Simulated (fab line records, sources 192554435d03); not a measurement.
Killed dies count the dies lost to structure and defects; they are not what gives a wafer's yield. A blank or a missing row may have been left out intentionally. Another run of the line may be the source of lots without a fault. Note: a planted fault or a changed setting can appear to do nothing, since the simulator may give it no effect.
Lot-split experiment | flow n5-finfet | on a route of 1938 steps: 7 lots, 21 wafers read

## SPLIT DETAILS
At N5_DUMMY_GATE_COAT_28 (time 60 s, resist thk 10 nm), the setting spin-rpm was moved away from the recipe's 1500 rpm on 9 of the 21 wafers read, by -9.2% to +10.9%. The other wafers ran this setting at the recipe's value.

The reading is taken at the split's own step.

## THE READING
underlayer_of_DUMMY_GATE_COAT_28.thk-nm (the simulator's own value, which no gauge read), in nm, at N5_DUMMY_GATE_COAT_28 (time 60 s, resist thk 10 nm). The file gives no usual value for it.

wafer  | tool, chamber at the split | spin-rpm as run, rpm | against the recipe | underlayer_of_DUMMY_GATE_COAT_28.thk-nm, nm | against lot-mates on the recipe
L077.1 | litho-track-03, 0          | 1582                 | +5.5%              | 9.8                                         | no lot-mate on the recipe
L077.5 | litho-track-03, 0          | 1582                 | +5.5%              | 9.8                                         | no lot-mate on the recipe
L077.6 | litho-track-03, 0          | 1582                 | +5.5%              | 9.8                                         | no lot-mate on the recipe
L084.2 | litho-track-01, 0          | 1362                 | -9.2%              | 10.6                                        | +0.6
L084.5 | litho-track-01, 0          | 1362                 | -9.2%              | 10.6                                        | +0.6
L084.6 | litho-track-01, 0          | 1500                 | recipe             | 10                                          | -
L086.2 | litho-track-01, 0          | 1500                 | recipe             | 10                                          | -
L086.5 | litho-track-01, 0          | 1500                 | recipe             | 10                                          | -
L086.6 | litho-track-01, 0          | 1500                 | recipe             | 10                                          | -
L087.1 | litho-track-01, 0          | 1500                 | recipe             | 10                                          | -
L087.3 | litho-track-01, 0          | 1500                 | recipe             | 10                                          | -
L087.4 | litho-track-01, 0          | 1664                 | +10.9%             | 9.4                                         | -0.6
L090.1 | litho-track-01, 0          | 1500                 | recipe             | 10                                          | -
L090.3 | litho-track-01, 0          | 1500                 | recipe             | 10                                          | -
L090.4 | litho-track-01, 0          | 1551                 | +3.4%              | 9.8                                         | -0.2
L094.2 | litho-track-01, 0          | 1500                 | recipe             | 10                                          | -
L094.4 | litho-track-01, 0          | 1500                 | recipe             | 10                                          | -
L094.5 | litho-track-01, 0          | 1500                 | recipe             | 10                                          | -
L096.2 | litho-track-03, 0          | 1373                 | -8.5%              | 10.4                                        | +0.4
L096.5 | litho-track-03, 0          | 1373                 | -8.5%              | 10.4                                        | +0.4
L096.6 | litho-track-03, 0          | 1500                 | recipe             | 10                                          | -

THE FIT
A straight line over all 21 wafers: underlayer_of_DUMMY_GATE_COAT_28.thk-nm changes by -0.053 nm for each +1% of spin-rpm; r = -0.98; the points scatter about the line by 0.051 nm.
The same after taking each lot's own level away (the mean of its wafers on the recipe; 18 wafers): -0.0564 nm for each +1%; r = -0.99; scatter 0.04 nm.
The reading moves by 0.62 nm for the largest change in spin-rpm, on that fit.
The lots' own levels span 10.00 to 10.00 nm.
Consequently the slope shifts little with the lot-to-lot level, the two slopes agreeing.
Check: for one of the wafers moved furthest among these (+10.9%), held out of the fit, the line's prediction against its lot-mates is -0.627 nm. Against them it came out at -0.6 nm.

## THE FILE'S OWN FIT
underlayer_of_DUMMY_GATE_COAT_28.thk-nm changes by -0.0562 nm for each +1% of spin-rpm, r = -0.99.
